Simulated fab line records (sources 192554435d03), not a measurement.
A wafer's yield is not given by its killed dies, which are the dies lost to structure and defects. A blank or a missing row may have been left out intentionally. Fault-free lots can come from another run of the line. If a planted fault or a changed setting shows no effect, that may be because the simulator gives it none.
Matching of chambers | flow n5Finfet | N5_HKMG_FIN_STRIP_34 on rieDiel-03 has 4 sister chambers
The step strips in CF4. 16 wafers are shown with their chamber, then 8 later ones without.

## WAFERS, EACH WITH ITS CHAMBER
wafer  | chamber | showerheadPlenumPTorr (Torr) | drypumpMotorCurrentA (A) | throttleValvePct (%)
L076.2 | 3       | 1.75                         | 5.7                      | 13.19
L076.5 | 3       | 1.75                         | 5.7                      | 13.21
L076.6 | 2       | 1.80                         | 5.0                      | 13.46
L079.2 | 2       | 1.80                         | 5.0                      | 13.47
L079.3 | 0       | 1.88                         | 5.9                      | 13.49
L079.4 | 1       | 1.82                         | 5.7                      | 13.28
L081.1 | 3       | 1.74                         | 5.6                      | 13.21
L081.4 | 2       | 1.80                         | 5.0                      | 13.48
L081.6 | 2       | 1.80                         | 5.0                      | 13.46
L086.2 | 3       | 1.74                         | 5.7                      | 13.24
L086.3 | 2       | 1.80                         | 5.0                      | 13.50
L086.6 | 2       | 1.80                         | 5.0                      | 13.48
L087.1 | 1       | 1.81                         | 5.6                      | 13.33
L087.5 | 2       | 1.80                         | 5.0                      | 13.50
L087.6 | 3       | 1.74                         | 5.6                      | 13.25
L089.2 | 3       | 1.74                         | 5.6                      | 13.25

SIGNATURES, as means of the wafers listed above
reading               | chamber 0 | chamber 1 | chamber 2 | chamber 3 | scatter within a chamber
showerheadPlenumPTorr | 1.8800    | 1.8150    | 1.8000    | 1.7433    | 0.00391
drypumpMotorCurrentA  | 5.900     | 5.650     | 5.000     | 5.650     | 0.0408
throttleValvePct      | 13.4900   | 13.3050   | 13.4786   | 13.2250   | 0.0225
Rule: a wafer lies at a distance from a chamber equal to the root of the sum of squares, over the readings, of (its reading less the chamber's mean, divided by the reading's scatter). If the next closest chamber is less than 2 further off than the closest, the wafer can't be placed; otherwise it belongs to the closest. How the scatter is found: for the shown wafers, subtract from each reading the mean of its chamber, square and add these, divide the total by (wafers less chambers), then take the root.

## WAFERS WITH NO CHAMBER GIVEN
wafer  | showerheadPlenumPTorr (Torr) | drypumpMotorCurrentA (A) | throttleValvePct (%)
L089.4 | 1.81                         | 5.7                      | 13.34
L089.5 | 1.80                         | 5.0                      | 13.51
L090.2 | 1.80                         | 5.0                      | 13.51
L090.3 | 1.74                         | 5.7                      | 13.26
L090.6 | 1.88                         | 5.9                      | 13.53
L092.2 | 1.81                         | 5.7                      | 13.35
L092.3 | 1.74                         | 5.7                      | 13.26
L092.4 | 1.79                         | 5.0                      | 13.52

## CHAMBER TAKEN BY EACH
wafer  | from the rows above | in truth
L089.4 | 1                   | 1
L089.5 | 2                   | 2
L090.2 | 2                   | 2
L090.3 | 3                   | 3
L090.6 | 0                   | 0
L092.2 | 1                   | 1
L092.3 | 3                   | 3
L092.4 | 2                   | 2
Placed correctly: 8 of 8. Can't be placed from these rows: 0. Placed wrongly: 0.
